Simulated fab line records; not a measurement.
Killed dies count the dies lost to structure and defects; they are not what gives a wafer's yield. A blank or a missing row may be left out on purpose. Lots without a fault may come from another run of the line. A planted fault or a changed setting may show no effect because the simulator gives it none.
Comparing a struck lot with a sound one    flow n5Finfet    18 steps out of a route of 1938
Sound: wafers L261.2, L261.3, L261.5. Struck: wafers L274.3, L274.4, L274.6. The cause is named last.
Order at every step that has rows: each side's tool, ch and its chambers, its first start. Under that, the readings that differ: sound wafers    struck wafers    difference of the means    sigmas: that difference in standard deviations of wafers without a fault.
alike: same words and numbers on both sides, and readings whose means sit less than 2 such deviations apart. not compared: any withheld reading, any reading some wafer has no value for, any bound like >300 that may hide the same value, and any number with overlapping values for which the record gives no deviation.
Wherever a step has rows on one side only, a row that says differs or no value, or a row with sigmas, the two part there. Numbers that have no deviation but don't overlap get no sigmas and don't part them. A reading missing from all wafers of one side parts the sides only when that side holds two or more wafers.

first, 1 step without rows for these wafers: N5_MIM_TOP_LITHO_HARDBAKE_09 (time 120 s).
N5_MIM_TOP_LITHO_CD_MEAS_08 targets a cd of 2000 nm.
  sound on cdSem-01 ch 0, day 12 18:08; struck on cdSem-03 ch 0, day 17 17:10
  alike: cdNm
N5_MIM_TOP_LITHO_OVL_MEAS_11:
  sound on overlay-01 ch 0, day 12 18:10; struck on overlay-02 ch 0, day 17 17:11
  alike: MIM_TOP_OVL
N5_MIM_TOP_LITHO_INSPECT_12: inspects for defects (macro).
  sound: defectInspect-02 at day 12 18:12; struck: defectInspect-02 at day 17 17:13
  alike: rawDefectCount
N5_MIM_TOP_LITHO_DESCUM_10: chemistry O2, time 7.9 s.
  sound on rieDiel-03 ch 1,2,3, day 12 18:14; struck on rieDiel-05 ch 0,2,3, day 17 17:28
  alike: drypumpMotorCurrentA, oesProductAu, rfVppV, showerheadPlenumPTorr, throttleValvePct
  not compared: rfHoursCounterH
N5_MIM_TOP_ETCH_ETCH_00: etches TiN in Cl2/BCl3, target depth 38.5 nm.
  sound on rieMetal-01 ch 0,1, day 12 18:19; struck on rieMetal-02 ch 0,1, day 17 17:36
  alike: drypumpMotorCurrentA, heBacksideLeakSccm, oesProductAu, throttleValvePct
  not compared: rfHoursCounterH
N5_MIM_TOP_ETCH_STRIP_01: strips in O2.
  sound on rieDiel-04 ch 0,2,3, day 12 18:30; struck on rieDiel-04 ch 0,1, day 17 17:42
  alike: drypumpMotorCurrentA, oesProductAu, rfVppV, showerheadPlenumPTorr, throttleValvePct
  not compared: rfHoursCounterH
N5_MIM_TOP_ETCH_PECVD_03: deposits SiNx from SiH4/NH3/N2, target thk 20 nm, time 17.6 s.
  sound on pecvd-04 ch 0,1, day 12 18:34; struck on pecvd-04 ch 0,1, day 17 17:47
  alike: heaterPowerOuterW, heaterPowerW, showerheadPlenumPTorr, throttleValvePct
then, 4 steps without rows for these wafers: N5_MIM_BOT_LITHO_HMDS_01 (time 60 s); N5_MIM_BOT_LITHO_COAT_02; N5_MIM_BOT_LITHO_EBR_04; N5_MIM_BOT_LITHO_SOFTBAKE_03 (time 90 s).
N5_MIM_BOT_LITHO_EXPOSE_05: exposes mask MIM BOT.
  sound on krfScanner-01 ch 0, day 12 18:45; struck on krfScanner-02 ch 0, day 17 17:59
reading            sound                 struck                difference  sigmas
exposureDoseMJCm2  24.228 24.249 24.213  21.733 21.727 21.714  -2.505      -99 or more
  alike: mask
then, 3 steps without rows for these wafers: N5_MIM_BOT_LITHO_PEB_06; N5_MIM_BOT_LITHO_DEVELOP_07 (develop time 60 s); N5_MIM_BOT_LITHO_HARDBAKE_09 (time 120 s).
N5_MIM_BOT_LITHO_CD_MEAS_08 targets a cd of 3000 nm.
  sound on cdSem-02 ch 0, day 12 18:56; struck on cdSem-01 ch 0, day 17 18:08
reading    sound                 struck                difference  sigmas
cdNm (nm)  2999.6 2998.0 2996.9  2982.7 2980.8 2982.9  -16.0       -8
N5_MIM_BOT_LITHO_OVL_MEAS_11:
  sound on overlay-02 ch 0, day 12 18:58; struck on overlay-02 ch 0, day 17 18:10
  alike: MIM_BOT_OVL

WHERE THEY PART
At N5_MIM_BOT_LITHO_EXPOSE_05 first; at N5_MIM_BOT_LITHO_CD_MEAS_08 last (within this record only). Later steps at which nothing parts them and some readings are alike: N5_MIM_BOT_LITHO_OVL_MEAS_11.

WHY: the cause the simulator had injected
Drift in process parameters on krfScanner-02 at N5_MIM_BOT_LITHO_EXPOSE_05, starting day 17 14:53. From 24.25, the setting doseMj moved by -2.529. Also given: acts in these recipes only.
